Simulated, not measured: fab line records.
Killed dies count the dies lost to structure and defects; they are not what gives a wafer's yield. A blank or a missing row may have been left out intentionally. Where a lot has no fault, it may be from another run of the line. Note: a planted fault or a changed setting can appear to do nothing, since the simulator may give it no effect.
One fault seen from 3 desks + flow n5Finfet + each desk has only its own numbers; what lay behind them comes last

## AT THE METROLOGY DESK
What the gauges read for every lot (on any tool): the sampled wafers with a number, averaged. If a lot's mean is further than 4 standard deviations from the usual mean, the lot is out of limits and carries the mark OUT (the distance appears in the brackets). 7 of its 10 readings are shown, namely those furthest out on some lot.
Columns: A = DIBL_N at N5_BEOL_M4_RC_MEAS_101, usual 36.3 mV/V; B = IOFF_N at N5_BEOL_M4_RC_MEAS_101, usual 0.157 nA/um; C = IOFF_P at N5_BEOL_M4_RC_MEAS_101, usual 0.206 nA/um; D = ION_P at N5_BEOL_M4_RC_MEAS_101, usual 461 uA/um; E = SS_N at N5_BEOL_M4_RC_MEAS_101, usual 71.5 mV/dec; F = VT_N at N5_BEOL_M4_RC_MEAS_101, usual 249.9 mV; G = VT_P at N5_BEOL_M4_RC_MEAS_101, usual -250.6 mV
| lot  | first seen here | A    | B     | C     | D   | E    | F     | G      |
|------|-----------------|------|-------|-------|-----|------|-------|--------|
| L301 | day 8 00:16     | 35.3 | 0.130 | 0.174 | 455 | 71.2 | 253.0 | -254.5 |
| L303 | day 8 10:10     | 36.6 | 0.152 | 0.209 | 457 | 72.0 | 252.5 | -251.4 |
| L307 | day 9 09:32     | 38.4 | 0.178 | 0.222 | 467 | 71.8 | 249.3 | -249.2 |
| L308 | day 9 13:46     | 36.5 | 0.191 | 0.251 | 464 | 72.0 | 247.7 | -247.4 |
| L315 | day 11 11:57    | 36.5 | 0.186 | 0.254 | 472 | 71.5 | 246.0 | -245.8 |
| L317 | day 11 15:38    | 37.0 | 0.150 | 0.208 | 458 | 71.3 | 250.1 | -250.4 |
| L318 | day 12 04:47    | 36.3 | 0.165 | 0.200 | 458 | 71.3 | 248.8 | -253.0 |
| L319 | day 12 07:06    | 37.2 | 0.170 | 0.243 | 472 | 72.3 | 247.6 | -245.9 |
| L321 | day 12 23:17    | 35.2 | 0.150 | 0.212 | 468 | 71.4 | 249.6 | -247.9 |
This desk's verdict: no lot among the 9 shows anything out of limits.

## THE DEFECT DESK
Lot by lot, what the route's inspections counted, given as the mean of those sampled wafers with a number. If a lot's mean is further than 4 standard deviations from the usual mean, the lot is out of limits and carries the mark OUT (the distance appears in the brackets).
Columns: A = rawDefectCount at N5_BEOL_M4_INSPECT_30, usual 432
| lot  | first seen here | A   |
|------|-----------------|-----|
| L301 | day 7 17:59     | 473 |
| L303 | day 8 01:18     | 480 |
| L307 | day 9 03:39     | 495 |
| L308 | day 9 05:59     | 451 |
| L315 | day 11 05:07    | 455 |
| L317 | day 11 09:21    | 437 |
| L318 | day 11 20:07    | 327 |
| L319 | day 11 20:50    | 438 |
| L321 | day 12 15:01    | 392 |
This desk's verdict: no lot among the 9 shows anything out of limits.

## TOOL OWNER'S DESK, rieDiel-06
The tool's own readings at N5_BEOL_M4_ETCH_70 (etches SOC in N2/H2, target depth 80 nm, overetch 24 nm, time 130 s): means of the sampled wafers that have a number, for each lot that ran on this tool. If a lot's mean is further than 4 standard deviations from the usual mean, the lot is out of limits and carries the mark OUT (the distance appears in the brackets).
Columns: A = drypumpMotorCurrentA at N5_BEOL_M4_ETCH_70, usual 5.8 A; B = h2FlowSccm at N5_BEOL_M4_ETCH_70, usual 200.0 sccm; C = oesProductAu at N5_BEOL_M4_ETCH_70, usual 0.58 a.u.; D = rfVppV at N5_BEOL_M4_ETCH_70, usual 523.5 V; E = showerheadPlenumPTorr at N5_BEOL_M4_ETCH_70, usual 2.53 Torr; F = throttleValvePct at N5_BEOL_M4_ETCH_70, usual 17.86 %
| lot  | first seen here | A   | B               | C    | D     | E    | F     |
|------|-----------------|-----|-----------------|------|-------|------|-------|
| L307 | day 9 05:35     | 5.5 | 199.8           | 0.57 | 523.5 | 2.53 | 17.85 |
| L308 | day 9 09:11     | 5.6 | 199.8           | 0.55 | 522.2 | 2.48 | 17.76 |
| L315 | day 11 07:22    | 5.5 | 219.8 (+35) OUT | 0.54 | 524.7 | 2.60 | 18.63 |
| L318 | day 11 23:28    | 5.8 | 220.4 (+36) OUT | 0.55 | 523.6 | 2.61 | 18.59 |
Finding of this desk: L315, L318 out of limits; the first was L315 at day 11 07:22, on h2FlowSccm at N5_BEOL_M4_ETCH_70. L307, L308: within limits.

## BROUGHT TOGETHER
On L315, L318, at day 11 07:22, an alarm was possible from the tool owner's desk.
Nothing out of limits was seen by the metrology desk.
Nothing out of limits was seen by the defect desk.
The metrology desk has L315, L318 on record, within its limits.
The defect desk has L315, L318 on record, within its limits.
N5_BEOL_M4_ETCH_70 was run on rieDiel-06 by each of the lots named.

## WHAT THE SIMULATOR HAD INSERTED
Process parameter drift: rieDiel-06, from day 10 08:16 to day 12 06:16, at N5_BEOL_M4_ETCH_70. Setting h2FlowSccm shifted by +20 from 200. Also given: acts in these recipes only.
Shown lots that were struck: L315, L318.
Time in hours from fault onset to the first out-of-limits reading at each desk: the tool owner's desk, 23.
